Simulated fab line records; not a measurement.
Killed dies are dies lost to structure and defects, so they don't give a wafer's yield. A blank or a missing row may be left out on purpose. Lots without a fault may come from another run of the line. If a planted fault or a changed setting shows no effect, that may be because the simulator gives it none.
Lot-split experiment | flow n5Finfet | 21 wafers read from 7 lots, route of 1938 steps

## SPLIT DETAILS
At N5_BEOL_M5_ETCH_41 (etches SiCN in CH3F/O2, target depth 31.5 nm, time 56.7 s), the setting sourceW was moved away from the recipe's 395 W on 9 of the 21 wafers read, by -5.0% to +16.0%. This setting was run at the recipe's value on the other wafers.

The reading is taken at the split's own step.

## THE READING
rfVppV, in V, at N5_BEOL_M5_ETCH_41 (etches SiCN in CH3F/O2, target depth 31.5 nm, time 56.7 s). A value of 297.3 V with a standard deviation of 1.8 V is what fault-free wafers of this fab line usually give.

wafer  | tool, chamber at the split | sourceW as run, W | against the recipe | rfVppV, V | against lot-mates on the recipe
L075.1 | rieDiel-02, 1              | 395               | recipe             | 295.6     | -
L075.4 | rieDiel-02, 2              | 395               | recipe             | 295.3     | -
L075.6 | rieDiel-02, 1              | 449.5             | +13.8%             | 285.0     | -10.5
L076.1 | rieDiel-01, 0              | 458.2             | +16.0%             | 284.9     | -9.4
L076.2 | rieDiel-01, 3              | 458.2             | +16.0%             | 286.1     | -8.2
L076.5 | rieDiel-01, 1              | 395               | recipe             | 294.3     | -
L084.1 | rieDiel-03, 2              | 395               | recipe             | 298.8     | -
L084.5 | rieDiel-03, 1              | 395               | recipe             | 294.7     | -
L084.6 | rieDiel-03, 2              | 395               | recipe             | 298.5     | -
L089.3 | rieDiel-02, 3              | 395               | recipe             | 299.6     | -
L089.5 | rieDiel-02, 3              | 395               | recipe             | 298.9     | -
L089.6 | rieDiel-02, 2              | 395               | recipe             | 293.8     | -
L094.1 | rieDiel-01, 2              | 375.2             | -5.0%              | 301.1     | +3.3
L094.4 | rieDiel-01, 0              | 395               | recipe             | 297.8     | -
L094.6 | rieDiel-01, 3              | 375.2             | -5.0%              | 302.6     | +4.8
L095.4 | rieDiel-01, 2              | 425.2             | +7.6%              | 288.9     | -8.0
L095.5 | rieDiel-01, 3              | 425.2             | +7.6%              | 291.5     | -5.4
L095.6 | rieDiel-01, 2              | 395               | recipe             | 296.9     | -
L097.4 | rieDiel-01, 0              | 439.8             | +11.3%             | 288.4     | -9.7
L097.5 | rieDiel-01, 2              | 395               | recipe             | 298.1     | -
L097.6 | rieDiel-01, 1              | 439.8             | +11.3%             | 290.4     | -7.7

FIT RESULTS
A straight line over all 21 wafers: rfVppV changes by -0.764 V for each +1% of sourceW; r = -0.94; the points scatter about the line by 1.8 V.
The same after taking each lot's own level away (the mean of its wafers on the recipe; 21 wafers): -0.678 V for each +1%; r = -0.94; scatter 1.7 V.
According to that fit, moving sourceW by its largest amount changes the reading by 11 V.
The span of the lots' own levels, 294.30 to 298.10 V, comes to 2.1 times the standard deviation stated above.
So the slope is not independent of the lot-to-lot level: the two fits are not the same.
Check: -11.3 V against its lot-mates is what the line predicts for one of the wafers moved furthest among these (+16.0%) when that wafer is left out of the fit. It came out at -9.4 V against them.
Tool readings at the split's step, against how far the setting was moved: rfVppV r = -0.94.

## THESE WAFERS: OTHER SPLITS
Note: prior to the reading, these wafers also went through further splits. Each is held against what the fit with the lots' levels taken away leaves over:
other split on the same wafers | wafers away from the commonest value | r with rfVppV (lot level and that fit taken away)
N5_BEOL_M2_COAT_62 spinRpm     | 7                                    | +0.17
N5_BEOL_M3_COAT_61 spinRpm     | 7                                    | +0.08
N5_BEOL_M3_COAT_05 spinRpm     | 9                                    | +0.10
N5_BEOL_M3_EXPOSE_25 doseMj    | 7                                    | +0.00
N5_BEOL_M5_ILD_DEP_00 timeS    | 6                                    | -0.26
N5_BEOL_M5_ETCH_68 biasW       | 6                                    | -0.04

## FILE'S OWN FIT
rfVppV changes by -0.691 V for each +1% of sourceW, r = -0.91.
